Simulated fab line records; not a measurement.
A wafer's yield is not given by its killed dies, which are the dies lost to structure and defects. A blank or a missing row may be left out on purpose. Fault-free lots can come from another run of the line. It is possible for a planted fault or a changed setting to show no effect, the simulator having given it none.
Matching of chambers | flow n5 finfet | N5_BEOL_M5_CURE_80 on uv cure-03 has 3 sister chambers
The step cures SiCOH lowk, time 120 s. 3 wafers are shown with their chamber, then 10 later ones without.

## WAFERS PAIRED WITH THEIR CHAMBERS
wafer  | chamber | wafer_temp_C_max
L077.5 | 2       | 371.7
L088.6 | 1       | 373.0
L092.5 | 0       | 371.7

## WAFERS MISSING THEIR CHAMBER
wafer  | wafer_temp_C_max
L092.6 | 371.6
L094.1 | 371.5
L094.5 | 371.5
L094.6 | 371.5
L096.1 | 371.4
L096.2 | 371.6
L096.6 | 372.2
L097.2 | 372.1
L097.3 | 372.5
L097.5 | 371.7

## WHICH CHAMBER EACH ONE RAN IN
wafer  | from the rows above          | in truth
L092.6 | can't be placed: 0 or 2      | 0
L094.1 | can't be placed: 0 or 2      | 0
L094.5 | can't be placed: 0 or 2      | 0
L094.6 | can't be placed: 0 or 2      | 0
L096.1 | can't be placed: 0 or 2      | 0
L096.2 | can't be placed: 0 or 2      | 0
L096.6 | can't be placed: 0 or 2 or 1 | 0
L097.2 | can't be placed: 0 or 2 or 1 | 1
L097.3 | can't be placed: 1 or 0 or 2 | 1
L097.5 | can't be placed: 0 or 2      | 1
Placed correctly: 0 of 10. Unplaceable from these rows: 10, with the true chamber sitting among the candidates in 9. 0 placed wrongly.
How it was worked out, from the rows above alone: a wafer's distance from a chamber is the root of the sum, over the readings, of the square of ((its reading less the chamber's mean) divided by the reading's scatter). The wafer belongs to the nearest chamber; if the next one is less than 2 further off, it can't be placed. For every chamber, the mean is computed from those of its wafers that are shown. The scatter: root of mean squared gap, hidden wafer to nearest shown wafer, with one shown wafer a chamber.
